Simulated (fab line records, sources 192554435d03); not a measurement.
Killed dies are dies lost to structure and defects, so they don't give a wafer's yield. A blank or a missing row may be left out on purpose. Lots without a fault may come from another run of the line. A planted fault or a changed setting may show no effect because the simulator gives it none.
Which tool did it? | flow n5_finfet | 12 lots, 36 wafers sampled, at 4 steps of a route of 1938

WHAT THE GAUGES READ, wafer by wafer
N5_MOL_CONTACT_COAG_CD_MEAS_137: target cd 16 nm.
lot  | measured     | on        | cd_nm (nm)
L075 | day 5 10:12  | cd_sem-03 | 15.6 15.4 15.4
L077 | day 5 22:17  | cd_sem-01 | 16.2 15.7 16.0
L079 | day 6 13:11  | cd_sem-02 | 15.8 16.3 16.4
L081 | day 7 02:34  | cd_sem-01 | 15.7 15.3 15.3
L083 | day 7 12:31  | cd_sem-01 | 16.0 15.5 15.9
L085 | day 8 02:17  | cd_sem-02 | 15.7 16.0 16.0
L087 | day 8 07:58  | cd_sem-02 | 16.3 15.6 15.6
L089 | day 9 08:22  | cd_sem-01 | 15.1 15.9 15.6
L091 | day 9 12:05  | cd_sem-03 | 15.8 15.8 16.0
L093 | day 9 20:26  | cd_sem-03 | 15.9 16.1 15.3
L095 | day 10 13:06 | cd_sem-03 | 16.2 15.3 16.2
L097 | day 10 21:14 | cd_sem-02 | 15.9 15.0 16.7

WHICH TOOL RAN EACH LOT (tool, then ch and the chambers of the sampled wafers, then the start)
lot  | N5_MOL_CONTACT_COAG_ALD_131      | N5_MOL_CONTACT_COAG_ETCHBACK_135   | N5_MOL_CONTACT_COAG_STRIP_96
L075 | ald_sin-04 ch 0,3, day 5 09:31   | rie_diel-01 ch 2,3, day 5 09:50    | rie_diel-01 ch 2,3, day 5 09:56
L077 | ald_sin-03 ch 0,2, day 5 21:37   | rie_diel-04 ch 1,2,3, day 5 21:55  | rie_diel-04 ch 1,2,3, day 5 22:01
L079 | ald_sin-04 ch 0,3, day 6 12:31   | rie_diel-04 ch 1,2,3, day 6 12:49  | rie_diel-04 ch 1,2,3, day 6 12:55
L081 | ald_sin-01 ch 0,2,3, day 7 01:53 | rie_diel-01 ch 0,3, day 7 02:12    | rie_diel-01 ch 0,3, day 7 02:18
L083 | ald_sin-03 ch 1,2,3, day 7 11:50 | rie_diel-04 ch 0,1,3, day 7 12:09  | rie_diel-04 ch 0,1,3, day 7 12:15
L085 | ald_sin-04 ch 0,2,3, day 8 01:37 | rie_diel-03 ch 0,3, day 8 01:55    | rie_diel-03 ch 0,3, day 8 02:01
L087 | ald_sin-03 ch 0,1,2, day 8 07:18 | rie_diel-04 ch 0,1, day 8 07:36    | rie_diel-04 ch 0,1, day 8 07:42
L089 | ald_sin-03 ch 0,1,3, day 9 07:41 | rie_diel-04 ch 1,2, day 9 07:59    | rie_diel-04 ch 1,2, day 9 08:05
L091 | ald_sin-01 ch 1,2,3, day 9 11:25 | rie_diel-03 ch 1,2,3, day 9 11:43  | rie_diel-03 ch 1,2,3, day 9 11:49
L093 | ald_sin-01 ch 0,1,2, day 9 19:44 | rie_diel-04 ch 1,2,3, day 9 20:04  | rie_diel-04 ch 1,2,3, day 9 20:10
L095 | ald_sin-01 ch 1,2, day 10 12:24  | rie_diel-04 ch 0,1,3, day 10 12:43 | rie_diel-04 ch 0,1,3, day 10 12:48
L097 | ald_sin-03 ch 2,3, day 10 20:29  | rie_diel-04 ch 1,2,3, day 10 20:51 | rie_diel-04 ch 1,2,3, day 10 20:57
- N5_MOL_CONTACT_COAG_ALD_131: deposits SiO2, target thk 5 nm, pulse time 1 s, co reactant pulse time 1 s.
- N5_MOL_CONTACT_COAG_ETCHBACK_135: etches SiO2 in CHF3, target depth 25 nm, time 16.7 s.
- N5_MOL_CONTACT_COAG_STRIP_96: strips in N2/H2.

THE ANSWER, worked out from the rows above alone
Rule: what is usual is taken from the lots themselves. Put in order of their means at a reading, lots are off if they are a third of the lots or fewer, leave a main group of 4 or more, and stand apart from it by a gap of 3 or more times the standard deviation of the main group's means; of several such gaps the widest counts. A main group whose means are all the same, to the digits that the tables above print for the reading, isn't used. A lot without any number at a reading at which 4 lots or more have one is off too. The other lots that the step has rows for count as sound.
No lot is off at any reading shown: from this, nothing can be told.

WHAT THE SIMULATOR HAD PUT IN
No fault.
